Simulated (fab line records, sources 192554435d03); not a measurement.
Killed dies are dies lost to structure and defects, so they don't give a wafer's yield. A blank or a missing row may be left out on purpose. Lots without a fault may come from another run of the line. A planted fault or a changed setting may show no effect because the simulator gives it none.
Split-lot experiment | flow n5_finfet | 7 lots, 21 wafers read, on a route of 1938 steps

THE SPLIT
At N5_BEOL_M8_PECVD_70 (deposits SiO2 from TEOS/O2, target thk 20 nm, time 22.7 s), the setting temp_c was moved away from the recipe's 400 C on 4 of the 21 wafers read, by -4.4% to -3.0%. The other wafers ran this setting at the recipe's value.

The reading is taken at the split's own step.

THE READING
SiO2_of_BEOL_M8_PECVD_70.thk_nm (the simulator's own value, which no gauge read), in nm, at N5_BEOL_M8_PECVD_70 (deposits SiO2 from TEOS/O2, target thk 20 nm, time 22.7 s). The file gives no usual value for it. The 17 wafers here that ran the recipe average 20.1 nm, standard deviation 0.34 nm.

wafer  | tool, chamber at the split | temp_c as run, C | against the recipe | SiO2_of_BEOL_M8_PECVD_70.thk_nm, nm | against lot-mates on the recipe
L083.1 | pecvd-03, 2                | 400              | recipe             | 20.2                                | -
L083.3 | pecvd-03, 1                | 400              | recipe             | 19.8                                | -
L083.4 | pecvd-03, 0                | 400              | recipe             | 20                                  | -
L082.1 | pecvd-02, 0                | 400              | recipe             | 20.2                                | -
L082.4 | pecvd-02, 0                | 400              | recipe             | 20                                  | -
L082.5 | pecvd-02, 2                | 400              | recipe             | 20.4                                | -
L084.1 | pecvd-02, 1                | 400              | recipe             | 20.8                                | -
L084.2 | pecvd-02, 0                | 400              | recipe             | 20.2                                | -
L084.6 | pecvd-02, 2                | 400              | recipe             | 20.4                                | -
L085.1 | pecvd-02, 2                | 400              | recipe             | 19.6                                | -
L085.2 | pecvd-02, 1                | 384.9            | -3.8%              | 22.2                                | +2.4
L085.4 | pecvd-02, 2                | 400              | recipe             | 20                                  | -
L087.1 | pecvd-03, 2                | 400              | recipe             | 19.6                                | -
L087.2 | pecvd-03, 1                | 387.9            | -3.0%              | 21.2                                | +1.6
L087.5 | pecvd-03, 0                | 387.9            | -3.0%              | 21.6                                | +2.0
L095.1 | pecvd-01, 2                | 400              | recipe             | 19.6                                | -
L095.3 | pecvd-01, 1                | 400              | recipe             | 20.4                                | -
L095.6 | pecvd-01, 2                | 382.3            | -4.4%              | 22.6                                | +2.6
L097.1 | pecvd-01, 2                | 400              | recipe             | 19.6                                | -
L097.2 | pecvd-01, 1                | 400              | recipe             | 20.4                                | -
L097.4 | pecvd-01, 2                | 400              | recipe             | 20.2                                | -

THE FIT
A straight line over all 21 wafers: SiO2_of_BEOL_M8_PECVD_70.thk_nm changes by -0.522 nm for each +1% of temp_c; r = -0.91; the points scatter about the line by 0.35 nm.
The same after taking each lot's own level away (the mean of its wafers on the recipe; 21 wafers): -0.603 nm for each +1%; r = -0.96; scatter 0.25 nm.
On that fit, the largest move of temp_c shifts the reading by 2.7 nm.
The lots' own levels span 19.60 to 20.47 nm, that is 2.5 times the standard deviation above.
So the lot-to-lot level changes the slope: the two fits differ.
Check: with one of the wafers moved furthest among these (-4.4%) left out of the fit, the line predicts +2.71 nm for it against its lot-mates. It came out at +2.6 nm against them.

OTHER SPLITS ON THESE WAFERS
These wafers also went through other splits before the reading. Each is held against what the fit with the lots' levels taken away leaves over:
other split on the same wafers     | wafers away from the commonest value | r with SiO2_of_BEOL_M8_PECVD_70.thk_nm (lot level and that fit taken away)
N5_BEOL_M1_COAT_61 spin_rpm        | 6                                    | -0.22
N5_BEOL_M2_DESCUM_33 time_s        | 8                                    | +0.12
N5_BEOL_M2_TRENCH_ETCH_37 source_w | 4                                    | -0.02
N5_BEOL_M3_TRENCH_ETCH_37 time_s   | 5                                    | +0.39
N5_BEOL_M4_COAT_05 spin_rpm        | 7                                    | +0.03
N5_BEOL_M5_COAT_05 spin_rpm        | 5                                    | -0.25
N5_BEOL_M6_TRENCH_ETCH_37 source_w | 9                                    | +0.23

THE FILE'S OWN FIT
SiO2_of_BEOL_M8_PECVD_70.thk_nm changes by -0.605 nm for each +1% of temp_c, r = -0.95.
